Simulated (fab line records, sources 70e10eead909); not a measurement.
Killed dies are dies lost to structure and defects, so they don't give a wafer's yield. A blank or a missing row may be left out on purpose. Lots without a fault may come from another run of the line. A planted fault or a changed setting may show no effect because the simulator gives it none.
A struck lot beside a sound one | flow nand_harc | 15 steps out of a route of 1302
Sound: wafers L860.2, L860.3, L860.5. Struck: wafer L871.5. (L871.3 of the same lot was not struck and is left out.) The cause comes at the end.
At each step with rows: each side's tool, then ch and its chambers, then its first start. Under that, the readings that differ: sound wafers | struck wafers | difference of the means | sigmas: that difference in standard deviations of wafers without a fault.
alike: readings whose means differ by less than 2 such deviations, and words and numbers that are the same on both sides. not compared: withheld readings, readings that some wafer has no value for, bounds like >300 that may hide the same value, and numbers for which the record gives no deviation and whose values overlap.
The two part at a step that has a row with sigmas, a row that says differs or no value, or rows on one side only. Numbers that don't overlap but have no deviation are shown without sigmas and don't part them. A reading that every wafer of one side lacks parts them only if that side has two wafers or more.

first, 1 step without rows for these wafers: NHARC_A_ONON_D1_DEP_06 (target thk 1000 nm).
NHARC_A_ONON_D1_THK_MEAS_08: measures by ellipsometry.
  sound on film_metro-01, day 12 03:42; struck on film_metro-01, day 16 09:37
  alike: thk_nm
then, 1 step without rows for these wafers: NHARC_A_ONON_D1_DEP_09 (target thk 1000 nm).
NHARC_A_ONON_D1_THK_MEAS_11: measures by ellipsometry.
  sound on film_metro-02, day 12 04:17; struck on film_metro-01, day 16 10:11
  alike: thk_nm
then, 1 step without rows for these wafers: NHARC_A_ONON_D1_DEP_12 (target thk 1000 nm).
NHARC_A_ONON_D1_THK_MEAS_14: measures by ellipsometry.
  sound on film_metro-01, day 12 04:50; struck on film_metro-01, day 16 10:44
  alike: thk_nm
then, 2 steps without rows for these wafers: NHARC_A_ONON_D1_ANNEAL_15 (time 3600 s); NHARC_A_ONON_D1_DEP_16 (target thk 1000 nm).
NHARC_A_ONON_D1_THK_MEAS_18: measures by ellipsometry.
  sound on film_metro-01, day 12 12:40; struck on film_metro-01, day 16 19:50
  alike: thk_nm
then, 1 step without rows for these wafers: NHARC_A_ONON_D1_DEP_19 (target thk 1000 nm).
NHARC_A_ONON_D1_THK_MEAS_21: measures by ellipsometry.
  sound on film_metro-01, day 12 13:15; struck on film_metro-01, day 16 20:24
  alike: thk_nm
NHARC_A_ONON_D1_DEP_22: target thk 1000 nm.
  sound on pecvd_onon-04 ch 0, day 12 13:22; struck on pecvd_onon-01 ch 0, day 16 20:34
  alike: n2o_flow_sccm
NHARC_A_ONON_D1_THK_MEAS_24: measures by ellipsometry.
  sound on film_metro-02, day 12 13:49; struck on film_metro-01, day 16 20:58
  reading     | sound          | struck | difference | sigmas
  thk_nm (nm) | 1002 1001 1000 | 655    | -346       | -49
then, 1 step without rows for these wafers: NHARC_A_ONON_D1_DEP_25 (target thk 1000 nm).
-- the record jumps here: 16 days lie between the struck wafers' starts before and after (it left off in module A_ONON_D1 and takes up again in module END, whose first step shown is number 1302 of the route) --
NHARC_END_SORT_01:
  the record has rows for the struck wafers here (prober-02 ch 0, day 33 05:52) and none for the sound ones

WHERE THEY PART
First at NHARC_A_ONON_D1_THK_MEAS_24; last, within this record, at NHARC_END_SORT_01.

WHY: what the simulator had put in
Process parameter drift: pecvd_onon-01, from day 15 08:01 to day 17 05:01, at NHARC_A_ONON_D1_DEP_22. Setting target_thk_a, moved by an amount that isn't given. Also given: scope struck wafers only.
